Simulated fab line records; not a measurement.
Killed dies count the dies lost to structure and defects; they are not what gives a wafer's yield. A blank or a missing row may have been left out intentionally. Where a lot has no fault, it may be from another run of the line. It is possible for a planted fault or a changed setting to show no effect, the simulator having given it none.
fab line records | flow n5-finfet
record lots=9 | wafers=27 | last-day=17
route steps=1938 shown FIN_SAQP@136 FIN_CUT@156
lots with no fault: from the same line, run without faults
start-h: hours from the record's first day to the start of the lot's first wafer shown | wait-h: how many hours have passed since the lot's step before this one | " repeats the value in the row above | L1.1+2: a single row standing in for several wafers | - no value, or no start given | * or withheld: withheld | < > ~ a bound
route shown NAME@n: NAME is a module with steps in the file, n the number in the route of the first one | usual: average and standard deviation across the fault-free wafers | same: alike in all rows | chamber/n: place in a boat | sites: each site's reading | _std_site: standard deviation across them | _edge_site: mean of outer sites minus mean of inner sites | radius-mm: how far each site lies from the wafer's centre | mask NAME#n: copy n | behind: the last tool/chamber to shape the wafer | hold: what put the lot on hold/how long, in hours/how the hold closed | device: whichever transistor did not switch (one of n, p or np) | end of line: tests of these same wafers at the route's end | a step with no rows: only its recipe | killed: at the first sort, the dies lost to defects and structure; wafer yield is something else | map: dies across one wafer; x = killed, . = not, _ = none there
set.NAME: the setting the step ran with; set.NAME@STEP: the setting that earlier step ran with | model.NAME: the simulator's own value behind a step, which no gauge read
a sample of lots followed through the steps of the route, with each step as a table and each wafer as a row
services: when a tool's chamber went out of use (start-h, in hours from the record's first day, below 0 if earlier), for how many hours, and the reason
## steps
# step N5_FIN_SAQP_STRIP_70
# recipe chemistry=N2/H2 | power-w=500 | temp-c=40 | pressure-mtorr=50 | rf-frequency-hz=6e+07 | overash-fraction=0.3 | bias-power-w=28 | h2-frac=0.5 | n2-flow-sccm=300 | h2-flow-sccm=300
# usual bias-power-w=28.00/0.077 | chamber-pressure-mTorr=50.00/0.044 | drypump-motor-current-A=5.6/0.42 | oes-product-au=0.81/0.098 | rf-vpp-V=121.9/0.99 | showerhead-plenum-p-Torr=3.36/0.11 | throttle-valve-pct=18.9/0.44
lot.wafer | tool        | chamber | start-h | wait-h | bias-power-w | chamber-pressure-mTorr | drypump-motor-current-A | oes-product-au | rf-hours-counter-h | rf-vpp-V | showerhead-plenum-p-Torr | throttle-valve-pct
L799.2    | rie-diel-03 | 3       | 25.90   | 0.0    | 27.90        | 50.08                  | 5.7                     | 0.90           | 41                 | 123.7    | 3.57                     | 19.1
L799.4    | "           | 1       | "       | "      | 27.93        | 50.10                  | 6.8                     | 0.72           | 232                | 122.5    | 3.30                     | 19.0
L799.5    | "           | 3       | "       | "      | 28.00        | 49.98                  | 5.6                     | 0.91           | -                  | 123.8    | 3.57                     | 19.1
L803.2    | rie-diel-05 | 1       | 48.87   | 0.0    | 27.88        | 49.97                  | 5.5                     | 0.77           | 143                | 122.7    | 3.35                     | 19.1
L803.3    | "           | 3       | "       | "      | 28.01        | 49.94                  | 5.6                     | 0.76           | 140                | 121.2    | 3.37                     | 19.0
L803.5    | "           | 1       | "       | "      | 27.94        | 49.96                  | 5.5                     | 0.78           | -                  | 122.3    | 3.35                     | 19.1
L805.2    | rie-diel-01 | 0       | 60.87   | 0.0    | 28.06        | 49.95                  | 5.1                     | 0.91           | 23                 | 122.0    | 3.29                     | 18.3
L805.3    | "           | 3       | "       | "      | 27.90        | 50.01                  | 5.2                     | 0.98           | 6                  | 122.7    | 3.30                     | 18.6
L805.6    | "           | 2       | "       | "      | 28.10        | 50.04                  | 5.8                     | 0.74           | -                  | 122.5    | 3.36                     | 19.7
L806.2    | rie-diel-03 | 3       | 67.06   | 0.0    | 27.86        | 49.93                  | 5.6                     | 0.87           | 57                 | 122.3    | 3.56                     | 19.1
L806.3    | "           | 0       | "       | "      | 27.95        | 50.00                  | 5.5                     | 0.70           | 210                | 121.0    | 3.19                     | 19.1
L806.4    | "           | 0       | "       | "      | 27.98        | 50.05                  | 5.5                     | 0.70           | -                  | 119.2    | 3.19                     | 19.1
L812.2    | rie-diel-03 | 3       | 104.42  | 0.0    | 28.11        | 50.07                  | 5.7                     | 0.86           | 73                 | 122.4    | 3.55                     | 19.1
L812.5    | "           | 0       | "       | "      | 27.96        | 50.02                  | 5.5                     | 0.68           | -                  | 120.4    | 3.19                     | 19.1
L812.6    | "           | 1       | "       | "      | 28.06        | 49.97                  | 6.8                     | 0.99           | -                  | 122.0    | 3.29                     | 18.6
L813.1    | rie-diel-05 | 3       | 108.63  | 0.0    | 28.01        | 50.09                  | 5.6                     | 0.74           | 165                | 122.6    | 3.35                     | 19.1
L813.2    | "           | 2       | "       | "      | 28.02        | 49.97                  | 6.2                     | 0.71           | 198                | 121.5    | 3.49                     | 19.2
L813.6    | "           | 3       | "       | "      | 27.99        | 50.05                  | 5.6                     | 0.74           | -                  | 121.3    | 3.35                     | 19.0
L814.1    | rie-diel-05 | 2       | 115.26  | 0.0    | 27.95        | 49.99                  | 6.2                     | 0.71           | 200                | 123.1    | 3.49                     | 19.2
L814.3    | "           | 3       | "       | "      | 27.94        | 49.94                  | 5.6                     | 0.75           | 167                | 122.0    | 3.35                     | 19.0
L814.5    | "           | 0       | "       | "      | 27.94        | 50.04                  | 5.5                     | 0.85           | -                  | 121.4    | 3.54                     | 18.2
L815.3    | rie-diel-03 | 0       | 121.58  | 0.0    | 28.03        | 49.97                  | 5.5                     | 0.68           | 233                | 120.4    | 3.18                     | 19.1
L815.4    | "           | 3       | "       | "      | 28.02        | 50.01                  | 5.7                     | 0.85           | 79                 | 121.7    | 3.55                     | 19.1
L815.6    | "           | 1       | "       | "      | 28.03        | 50.02                  | 6.8                     | 0.95           | -                  | 122.6    | 3.29                     | 18.6
L822.2    | rie-diel-01 | 2       | 162.78  | 0.0    | 28.06        | 49.93                  | 5.8                     | 0.71           | 222                | 122.6    | 3.34                     | 19.8
L822.3    | "           | 0       | "       | "      | 28.04        | 50.00                  | 5.1                     | 0.84           | 66                 | 120.9    | 3.27                     | 18.4
L822.6    | "           | 0       | "       | "      | 28.00        | 49.93                  | 5.1                     | 0.84           | -                  | 121.7    | 3.27                     | 18.4
# step N5_FIN_SAQP_SPACER2_ETCHBACK_29
# recipe chemistry=CHF3/O2 | mode=anisotropic-etchback | target=SiO2 | target-depth-a=122 | time-s=6.1 | pressure-mtorr=30 | source-w=650 | bias-w=170 | Ar_flow_sccm=200 | CHF3_flow_sccm=50 | O2_flow_sccm=5 | ion-energy-ev=200
# usual O2_flow_sccm=5.001/0.016 | chamber-pressure-mTorr=30.00/0.03 | drypump-motor-current-A=5.7/0.42 | oes-product-au=0.80/0.097 | rf-vpp-V=528/7.9 | showerhead-plenum-p-Torr=2.42/0.077 | throttle-valve-pct=18.87/0.29
# same time-s=6.1
lot.wafer | tool        | chamber | start-h | wait-h | O2_flow_sccm | chamber-pressure-mTorr | drypump-motor-current-A | oes-product-au | rf-hours-counter-h | rf-vpp-V | showerhead-plenum-p-Torr | throttle-valve-pct
L799.2    | rie-diel-01 | 1       | 26.48   | 0.2    | 5.003        | 30.03                  | 5.6                     | 0.69           | 239                | 524      | 2.46                     | 18.87
L799.4    | "           | 2       | "       | "      | 4.998        | 29.97                  | 5.8                     | 0.75           | 163                | 527      | 2.39                     | 19.16
L799.5    | "           | 3       | "       | "      | 5.002        | 30.03                  | 5.2                     | 0.69           | -                  | 535      | 2.38                     | 19.24
L803.2    | rie-diel-03 | 3       | 49.40   | 0.2    | 4.976        | 30.01                  | 5.7                     | 0.89           | 50                 | 536      | 2.55                     | 18.82
L803.3    | "           | 0       | "       | "      | 5.002        | 30.00                  | 5.5                     | 0.71           | 203                | 519      | 2.30                     | 18.76
L803.5    | "           | 2       | "       | "      | 5.007        | 30.02                  | 6.0                     | 0.70           | -                  | 540      | 2.37                     | 19.04
L805.2    | rie-diel-03 | 1       | 61.42   | 0.2    | 4.980        | 30.03                  | 6.7                     | 0.71           | 246                | 541      | 2.36                     | 19.06
L805.3    | "           | 0       | "       | "      | 5.014        | 29.99                  | 5.5                     | 0.71           | 208                | 520      | 2.30                     | 18.77
L805.6    | "           | 3       | "       | "      | 4.973        | 30.03                  | 5.6                     | 0.88           | -                  | 532      | 2.55                     | 18.84
L806.2    | rie-diel-05 | 3       | 67.61   | 0.2    | 5.023        | 29.98                  | 5.6                     | 0.77           | 150                | 513      | 2.43                     | 19.00
L806.3    | "           | 1       | "       | "      | 5.009        | 30.00                  | 5.5                     | 0.77           | 153                | 524      | 2.42                     | 19.36
L806.4    | "           | 3       | "       | "      | 5.003        | 29.98                  | 5.6                     | 0.76           | -                  | 513      | 2.43                     | 19.00
L812.2    | rie-diel-05 | 2       | 104.95  | 0.2    | 4.976        | 29.99                  | 6.2                     | 0.70           | 197                | 527      | 2.48                     | 19.01
L812.5    | "           | 1       | "       | "      | 4.991        | 29.98                  | 5.5                     | 0.76           | -                  | 523      | 2.42                     | 19.39
L812.6    | "           | 2       | "       | "      | 4.986        | 29.99                  | 6.2                     | 0.70           | -                  | 526      | 2.48                     | 19.01
L813.1    | rie-diel-03 | 0       | 109.17  | 0.2    | 5.008        | 29.98                  | 5.5                     | 0.69           | 228                | 520      | 2.29                     | 18.80
L813.2    | "           | 3       | "       | "      | 5.012        | 30.00                  | 5.6                     | 0.86           | 75                 | 535      | 2.54                     | 18.86
L813.6    | "           | 1       | "       | "      | 4.997        | 30.04                  | 6.8                     | 0.99           | -                  | 539      | 2.35                     | 18.64
L814.1    | rie-diel-01 | 2       | 115.79  | 0.2    | 5.004        | 30.05                  | 5.7                     | 0.72           | 203                | 524      | 2.37                     | 19.22
L814.3    | "           | 1       | "       | "      | 4.997        | 29.95                  | 5.5                     | 0.98           | 8                  | 523      | 2.46                     | 18.45
L814.5    | "           | 2       | "       | "      | 5.010        | 29.98                  | 5.8                     | 0.71           | -                  | 526      | 2.37                     | 19.24
L815.3    | rie-diel-03 | 1       | 122.12  | 0.2    | 4.979        | 30.03                  | 6.7                     | 0.97           | 10                 | 539      | 2.35                     | 18.63
L815.4    | "           | 0       | "       | "      | 5.014        | 29.97                  | 5.5                     | 0.68           | 233                | 520      | 2.29                     | 18.79
L815.6    | "           | 0       | "       | "      | 5.000        | 30.02                  | 5.5                     | 0.68           | -                  | 519      | 2.29                     | 18.80
L822.2    | rie-diel-01 | 2       | 163.51  | 0.3    | 5.016        | 29.96                  | 5.8                     | 0.70           | 222                | 525      | 2.37                     | 19.25
L822.3    | "           | 0       | "       | "      | 4.999        | 30.03                  | 5.1                     | 0.84           | 66                 | 528      | 2.35                     | 18.58
L822.6    | "           | 1       | "       | "      | 5.011        | 30.02                  | 5.6                     | 0.91           | -                  | 522      | 2.45                     | 18.49
# step N5_FIN_SAQP_ETCH_64
# recipe chemistry=CF4 | target=SiO2 | target-depth-a=15 | ion-energy-ev=350 | pressure-mtorr=10 | icp-w=800 | bias-w=400 | cf4-flow-sccm=80
# usual chamber-pressure-mTorr=10.000/0.0087 | drypump-motor-current-A=5.7/0.5 | oes-product-au=1.012/0.019 | throttle-valve-pct=21.66/0.29
lot.wafer | tool      | chamber | start-h | wait-h | chamber-pressure-mTorr | drypump-motor-current-A | oes-product-au | rf-hours-counter-h | throttle-valve-pct
L799.2    | rie-si-02 | 2       | 27.34   | 0.0    | 10.014                 | 5.9                     | 1.010          | 84                 | 21.60
L799.4    | "         | 0       | "       | "      | 10.004                 | 6.5                     | 1.009          | 132                | 21.52
L799.5    | "         | 1       | "       | "      | 9.994                  | 5.7                     | 1.035          | -                  | 22.06
L803.2    | rie-si-04 | 1       | 50.18   | 0.0    | 9.987                  | 5.7                     | 0.984          | 96                 | 22.16
L803.3    | "         | 3       | "       | "      | 10.000                 | 6.5                     | 0.981          | 9                  | 21.42
L803.5    | "         | 3       | "       | "      | 10.012                 | 6.5                     | 0.985          | -                  | 21.44
L805.2    | rie-si-02 | 3       | 61.94   | 0.0    | 10.003                 | 5.4                     | 1.038          | 99                 | 21.60
L805.3    | "         | 2       | "       | "      | 10.003                 | 5.9                     | 1.002          | 85                 | 21.60
L805.6    | "         | 0       | "       | "      | 9.994                  | 6.5                     | 1.004          | -                  | 21.51
L806.2    | rie-si-02 | 3       | 68.12   | 0.0    | 9.997                  | 5.4                     | 1.028          | 99                 | 21.60
L806.3    | "         | 2       | "       | "      | 9.996                  | 5.9                     | 1.009          | 85                 | 21.58
L806.4    | "         | 0       | "       | "      | 9.997                  | 6.5                     | 1.008          | 133                | 21.52
L812.2    | rie-si-04 | 2       | 105.46  | 0.0    | 9.995                  | 5.7                     | 1.012          | 5                  | 21.43
L812.5    | "         | 1       | "       | "      | 10.009                 | 5.7                     | 0.997          | -                  | 22.17
L812.6    | "         | 2       | "       | "      | 10.008                 | 5.7                     | 1.014          | -                  | 21.42
L813.1    | rie-si-06 | 0       | 109.68  | 0.0    | 10.000                 | 5.1                     | 1.018          | 163                | 21.90
L813.2    | "         | 1       | "       | "      | 9.994                  | 5.8                     | 1.047          | 91                 | 21.85
L813.6    | "         | 2       | "       | "      | 10.007                 | 5.7                     | 0.993          | -                  | 21.56
L814.1    | rie-si-02 | 3       | 116.30  | 0.0    | 10.010                 | 5.4                     | 1.044          | 100                | 21.60
L814.3    | "         | 1       | "       | "      | 9.992                  | 5.8                     | 1.033          | 152                | 22.06
L814.5    | "         | 2       | "       | "      | 9.995                  | 5.9                     | 0.999          | -                  | 21.57
L815.3    | rie-si-02 | 0       | 122.63  | 0.0    | 10.001                 | 6.5                     | 1.007          | 134                | 21.53
L815.4    | "         | 3       | "       | "      | 9.993                  | 5.4                     | 1.030          | 100                | 21.60
L815.6    | "         | 1       | "       | "      | 9.986                  | 5.8                     | 1.032          | -                  | 22.03
L822.2    | rie-si-06 | 0       | 164.04  | 0.0    | 9.990                  | 5.1                     | 1.016          | 164                | 21.87
L822.3    | "         | 3       | "       | "      | 10.000                 | 5.0                     | 0.979          | 107                | 22.06
L822.6    | "         | 0       | "       | "      | 10.005                 | 5.1                     | 1.024          | -                  | 21.90
# step N5_FIN_CUT_COAT_29
# recipe resist=underlayer | temp-c=205 | time-s=60 | spin-rpm=1500 | resist-thk-nm=10
# usual spin-speed-rpm=1499.8/0.98
# same time-s=60
lot.wafer | tool           | chamber | start-h | wait-h | spin-speed-rpm
L799.2    | litho-track-01 | 0       | 27.65   | -      | 1500.2
L799.4    | "              | 0       | "       | "      | 1498.6
L799.5    | "              | 0       | "       | "      | 1499.5
L803.2    | litho-track-01 | 0       | 50.49   | -      | 1499.5
L803.3    | "              | 0       | "       | "      | 1500.5
L803.5    | "              | 0       | "       | "      | 1499.9
L805.2    | litho-track-04 | 0       | 62.24   | -      | 1500.0
L805.3    | "              | 0       | "       | "      | 1499.6
L805.6    | "              | 0       | "       | "      | 1500.5
L806.2    | litho-track-01 | 0       | 68.43   | -      | 1499.3
L806.3    | "              | 0       | "       | "      | 1499.3
L806.4    | "              | 0       | "       | "      | 1501.2
L812.2    | litho-track-05 | 0       | 105.76  | -      | 1500.8
L812.5    | "              | 0       | "       | "      | 1500.9
L812.6    | "              | 0       | "       | "      | 1501.0
L813.1    | litho-track-01 | 0       | 109.99  | -      | 1688.4
L813.2    | "              | 0       | "       | "      | 1687.8
L813.6    | "              | 0       | "       | "      | 1689.9
L814.1    | litho-track-05 | 0       | 116.61  | -      | 1500.2
L814.3    | "              | 0       | "       | "      | 1499.7
L814.5    | "              | 0       | "       | "      | 1498.8
L815.3    | litho-track-01 | 0       | 122.94  | -      | 1688.1
L815.4    | "              | 0       | "       | "      | 1689.9
L815.6    | "              | 0       | "       | "      | 1688.2
L822.2    | litho-track-05 | 0       | 164.35  | -      | 1501.0
L822.3    | "              | 0       | "       | "      | 1501.3
L822.6    | "              | 0       | "       | "      | 1502.0
# step N5_FIN_CUT_ETCH_30
# recipe chemistry=N2/H2 | target=underlayer | target-depth-a=130 | mask-material=CAR-EUV | time-s=10.4 | ion-energy-ev=200 | pressure-mtorr=30 | source-w=840 | bias-w=150 | n2-flow-sccm=200 | h2-flow-sccm=200 | ends=cleared
# usual chamber-pressure-mTorr=30.000/0.029 | drypump-motor-current-A=5.7/0.38 | etch-rf-on-time-s=10.40/0.26 | oes-product-au=0.71/0.075 | rf-vpp-V=524.7/2.9 | showerhead-plenum-p-Torr=2.57/0.1 | throttle-valve-pct=17.74/0.26
lot.wafer | tool        | chamber | start-h | wait-h | chamber-pressure-mTorr | drypump-motor-current-A | etch-rf-on-time-s | oes-product-au | rf-hours-counter-h | rf-vpp-V | showerhead-plenum-p-Torr | throttle-valve-pct
L799.2    | rie-diel-02 | 3       | 28.08   | 0.0    | 30.015                 | 5.8                     | 10.06             | 0.78           | 24                 | 527.3    | 2.70                     | 17.18
L799.4    | "           | 0       | "       | "      | 30.042                 | 5.1                     | 10.19             | 0.67           | 115                | 524.6    | 2.67                     | 17.97
L799.5    | "           | 2       | "       | "      | 30.047                 | 6.5                     | 10.45             | 0.73           | -                  | 521.4    | 2.49                     | 18.11
L803.2    | rie-diel-06 | 2       | 50.91   | 0.0    | 30.036                 | 6.1                     | 10.43             | 0.75           | 44                 | 528.4    | 2.68                     | 17.43
L803.3    | "           | 0       | "       | "      | 30.019                 | 5.6                     | 10.63             | 0.64           | 159                | 520.0    | 2.43                     | 17.85
L803.5    | "           | 1       | "       | "      | 29.977                 | 6.2                     | 10.26             | 0.80           | -                  | 522.8    | 2.51                     | 17.51
L805.2    | rie-diel-06 | 1       | 62.68   | 0.0    | 30.031                 | 6.2                     | 10.30             | 0.79           | 15                 | 523.6    | 2.51                     | 17.52
L805.3    | "           | 3       | "       | "      | 30.000                 | 5.6                     | 10.47             | 0.67           | 128                | 526.3    | 2.66                     | 17.69
L805.6    | "           | 3       | "       | "      | 30.010                 | 5.6                     | 10.54             | 0.67           | -                  | 526.8    | 2.66                     | 17.69
L806.2    | rie-diel-04 | 0       | 68.85   | 0.0    | 30.011                 | 5.6                     | 10.95             | 0.58           | 234                | 522.3    | 2.51                     | 17.83
L806.3    | "           | 2       | "       | "      | 30.001                 | 5.3                     | 10.22             | 0.74           | 57                 | 522.9    | 2.46                     | 17.88
L806.4    | "           | 2       | "       | "      | 29.961                 | 5.4                     | 10.09             | 0.75           | -                  | 523.5    | 2.46                     | 17.88
L812.2    | rie-diel-04 | 3       | 106.36  | 0.0    | 30.040                 | 6.0                     | 9.93              | 0.85           | 2                  | 526.6    | 2.59                     | 17.82
L812.5    | "           | 3       | "       | "      | 30.018                 | 6.0                     | 10.00             | 0.85           | -                  | 525.7    | 2.59                     | 17.80
L812.6    | "           | 0       | "       | "      | 29.966                 | 5.6                     | 10.87             | 0.58           | -                  | 521.0    | 2.50                     | 17.86
L813.1    | rie-diel-06 | 1       | 110.56  | 0.0    | 29.943                 | 6.2                     | 9.80              | 0.76           | 28                 | 522.1    | 2.51                     | 17.52
L813.2    | "           | 0       | "       | "      | 30.041                 | 5.6                     | 10.10             | 0.63           | 177                | 520.7    | 2.42                     | 17.89
L813.6    | "           | 0       | "       | "      | 29.989                 | 5.6                     | 10.08             | 0.63           | -                  | 519.4    | 2.42                     | 17.88
L814.1    | rie-diel-04 | 3       | 117.23  | 0.0    | 30.023                 | 6.0                     | 9.96              | 0.82           | 7                  | 525.7    | 2.59                     | 17.81
L814.3    | "           | 2       | "       | "      | 30.037                 | 5.3                     | 10.03             | 0.73           | 72                 | 522.5    | 2.46                     | 17.91
L814.5    | "           | 3       | "       | "      | 30.012                 | 6.0                     | 9.97              | 0.83           | -                  | 525.6    | 2.58                     | 17.81
L815.3    | rie-diel-04 | 2       | 123.49  | 0.0    | 29.967                 | 5.4                     | 9.39              | 0.74           | 74                 | 522.2    | 2.45                     | 17.92
L815.4    | "           | 2       | "       | "      | 29.976                 | 5.4                     | 9.41              | 0.73           | -                  | 522.3    | 2.46                     | 17.91
L815.6    | "           | 3       | "       | "      | 30.051                 | 6.0                     | 9.36              | 0.82           | -                  | 524.5    | 2.58                     | 17.81
L822.2    | rie-diel-06 | 0       | 164.77  | 0.0    | 29.980                 | 5.6                     | 10.66             | 0.61           | 193                | 520.8    | 2.42                     | 17.89
L822.3    | "           | 3       | "       | "      | 29.952                 | 5.6                     | 10.42             | 0.65           | 156                | 525.5    | 2.65                     | 17.75
L822.6    | "           | 0       | "       | "      | 29.991                 | 5.6                     | 10.59             | 0.62           | -                  | 519.6    | 2.42                     | 17.91
## services
tool        | chamber | start-h | hours | kind
rie-diel-03 | 3       | 17.01   | 2.6   | repair
rie-diel-05 | -       | 17.63   | 15.6  | pm
rie-diel-04 | -       | 41.41   | 0.5   | repair
rie-diel-04 | 3       | 42.13   | 4.5   | repair
rie-si-06   | 3       | 43.56   | 2.7   | repair
rie-diel-04 | 1       | 53.27   | 13.5  | repair
rie-diel-03 | 2       | 57.20   | -     | clean
rie-diel-03 | 2       | 57.20   | -     | consumable-replace:focus-ring
rie-diel-03 | 2       | 57.20   | 22.6  | scheduled-down
rie-diel-03 | 2       | 57.20   | 22.6  | vent-cycle
rie-si-06   | 3       | 63.20   | 9.4   | repair
rie-diel-05 | 0       | 77.23   | 7.1   | repair
rie-diel-03 | 1       | 79.92   | -     | clean
rie-diel-02 | 1       | 80.37   | 7.8   | repair
rie-diel-02 | 0       | 80.68   | 14.0  | repair
rie-diel-01 | 1       | 94.09   | 2.9   | repair
rie-diel-04 | 2       | 97.38   | 9.7   | repair
rie-si-06   | 2       | 119.39  | 14.2  | repair
rie-diel-05 | 0       | 122.16  | 10.0  | repair
rie-diel-03 | -       | 128.90  | 15.6  | pm
rie-si-02   | 1       | 129.06  | 2.3   | repair
rie-si-06   | -       | 131.07  | 2.8   | pm
rie-diel-02 | 3       | 139.39  | 2.0   | repair
rie-diel-04 | 3       | 146.43  | 9.5   | repair
## key
first-sign step=N5_FIN_CUT_COAT_29 | reading=spin-speed-rpm | direction=up | sigmas=99+ | usual=* | struck=*
effect step=N5_FIN_CUT_ETCH_30 | reading=etch-rf-on-time-s | direction=down | sigmas=2.7 | usual=* | struck=*
met-at N5_FIN_CUT_COAT_29
struck-lots L813,L815
tester-left-out L813,L815
not-acting-at N5_FIN_SAQP_STRIP_70,N5_FIN_SAQP_SPACER2_ETCHBACK_29,N5_FIN_SAQP_ETCH_64
onset-between 68.43 109.99
fault kind=process-parameter-drift | tool=litho-track-01 | chamber=- | onset-h=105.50 | steps=N5_FIN_CUT_COAT_29 | channel=spin-rpm | offset=* | shape=step | end-h=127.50 | acts-in=* | stated=*
# tester-left-out: of these lots the tester's yield and bins aren't shown, on N5 and GAA mostly nor the transistor test; their killed dies are dies lost to structure and defects alone, not to doping, threshold or leakage, so they don't give the yield
